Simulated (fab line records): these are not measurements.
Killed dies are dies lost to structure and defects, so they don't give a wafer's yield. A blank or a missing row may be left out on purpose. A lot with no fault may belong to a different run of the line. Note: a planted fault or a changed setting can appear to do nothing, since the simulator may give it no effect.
Matching of chambers / flow n5_finfet / rie_diel-03 running N5_BEOL_M14_DESCUM_15: 4 sister chambers
The step chemistry O2, time 7.9 s. 8 wafers are shown with their chamber, then 12 later ones without.

== WAFERS, EACH WITH ITS CHAMBER ==
wafer=L085.5; chamber=3; drypump_motor_current_A (A)=6.0; showerhead_plenum_p_Torr (Torr)=2.21
wafer=L088.3; chamber=2; drypump_motor_current_A (A)=5.7; showerhead_plenum_p_Torr (Torr)=2.22
wafer=L091.2; chamber=3; drypump_motor_current_A (A)=5.9; showerhead_plenum_p_Torr (Torr)=2.21
wafer=L091.3; chamber=0; drypump_motor_current_A (A)=5.0; showerhead_plenum_p_Torr (Torr)=2.05
wafer=L091.4; chamber=1; drypump_motor_current_A (A)=6.3; showerhead_plenum_p_Torr (Torr)=2.00
wafer=L093.1; chamber=1; drypump_motor_current_A (A)=6.3; showerhead_plenum_p_Torr (Torr)=2.00
wafer=L093.3; chamber=2; drypump_motor_current_A (A)=5.8; showerhead_plenum_p_Torr (Torr)=2.21
wafer=L093.4; chamber=0; drypump_motor_current_A (A)=5.0; showerhead_plenum_p_Torr (Torr)=2.05

== WAFERS WITH NO CHAMBER GIVEN ==
wafer=L095.1; drypump_motor_current_A (A)=5.7; showerhead_plenum_p_Torr (Torr)=2.21
wafer=L095.4; drypump_motor_current_A (A)=5.9; showerhead_plenum_p_Torr (Torr)=2.21
wafer=L095.6; drypump_motor_current_A (A)=5.0; showerhead_plenum_p_Torr (Torr)=2.04
wafer=L086.3; drypump_motor_current_A (A)=5.9; showerhead_plenum_p_Torr (Torr)=2.21
wafer=L086.4; drypump_motor_current_A (A)=5.0; showerhead_plenum_p_Torr (Torr)=2.04
wafer=L086.5; drypump_motor_current_A (A)=5.9; showerhead_plenum_p_Torr (Torr)=2.21
wafer=L094.1; drypump_motor_current_A (A)=5.7; showerhead_plenum_p_Torr (Torr)=2.21
wafer=L094.4; drypump_motor_current_A (A)=6.3; showerhead_plenum_p_Torr (Torr)=1.99
wafer=L094.6; drypump_motor_current_A (A)=5.7; showerhead_plenum_p_Torr (Torr)=2.21
wafer=L096.3; drypump_motor_current_A (A)=5.7; showerhead_plenum_p_Torr (Torr)=2.21
wafer=L096.4; drypump_motor_current_A (A)=6.3; showerhead_plenum_p_Torr (Torr)=1.99
wafer=L096.5; drypump_motor_current_A (A)=5.7; showerhead_plenum_p_Torr (Torr)=2.21

== WHICH CHAMBER EACH WENT THROUGH ==
wafer=L095.1; from the rows above=2; in truth=2
wafer=L095.4; from the rows above=3; in truth=3
wafer=L095.6; from the rows above=0; in truth=0
wafer=L086.3; from the rows above=3; in truth=3
wafer=L086.4; from the rows above=0; in truth=0
wafer=L086.5; from the rows above=3; in truth=3
wafer=L094.1; from the rows above=2; in truth=2
wafer=L094.4; from the rows above=1; in truth=1
wafer=L094.6; from the rows above=2; in truth=2
wafer=L096.3; from the rows above=2; in truth=2
wafer=L096.4; from the rows above=1; in truth=1
wafer=L096.5; from the rows above=2; in truth=2
Correct placement for 12 of the 12. Left unplaced by these rows: 0. Placed wrongly: 0.
How it was worked out, from the rows above alone: a wafer's distance from a chamber is the root of the sum, over the readings, of the square of ((its reading less the chamber's mean) divided by the reading's scatter). If the next closest chamber is less than 2 further off than the closest, the wafer can't be placed; otherwise it belongs to the closest. Each chamber's mean is taken over the wafers shown for it. The scatter: the root of (the sum of the squares of (reading less its chamber's mean) over the shown wafers, divided by (wafers less chambers)).
